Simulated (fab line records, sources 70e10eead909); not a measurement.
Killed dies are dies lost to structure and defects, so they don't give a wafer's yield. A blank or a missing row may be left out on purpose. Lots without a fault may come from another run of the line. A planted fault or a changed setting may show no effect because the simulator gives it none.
Which tool did it? | flow nand_harc | 12 lots, 36 wafers sampled, at 1 step of a route of 1302

WHAT THE GAUGES READ, wafer by wafer
NHARC_P_CONTACT_CD_MEAS_19.
lot  | measured     | on        | cd_nm (nm)
L075 | day 6 12:02  | cd_sem-01 | 89.7 92.8 90.2
L076 | day 7 06:06  | cd_sem-02 | 89.8 90.0 90.9
L079 | day 8 04:26  | cd_sem-01 | 90.7 90.7 91.6
L081 | day 8 14:19  | cd_sem-01 | 87.9 88.6 88.6
L083 | day 9 11:46  | cd_sem-03 | 89.0 89.5 89.4
L085 | day 10 18:01 | cd_sem-02 | 90.8 91.2 89.3
L087 | day 12 01:55 | cd_sem-03 | 89.5 88.9 90.1
L088 | day 12 02:47 | cd_sem-02 | 89.1 88.1 89.2
L091 | day 13 02:02 | cd_sem-03 | 89.6 88.7 91.1
L094 | day 13 23:43 | cd_sem-01 | 90.0 91.0 92.2
L095 | day 14 12:02 | cd_sem-02 | 91.1 90.4 91.2
L097 | day 15 14:33 | cd_sem-03 | 88.2 88.4 89.0

WHICH TOOL RAN EACH LOT (tool, then ch and the chambers of the sampled wafers, then the start)
The record holds no process step before these readings.

THE ANSWER, worked out from the rows above alone
Rule: what is usual is taken from the lots themselves. Put in order of their means at a reading, lots are off if they are a third of the lots or fewer, leave a main group of 4 or more, and stand apart from it by a gap of 3 or more times the standard deviation of the main group's means; of several such gaps the widest counts. A main group whose means are all the same, to the digits that the tables above print for the reading, isn't used. A lot without any number at a reading at which 4 lots or more have one is off too. The other lots that the step has rows for count as sound.
No lot is off at any reading shown: from this, nothing can be told.

WHAT THE SIMULATOR HAD PUT IN
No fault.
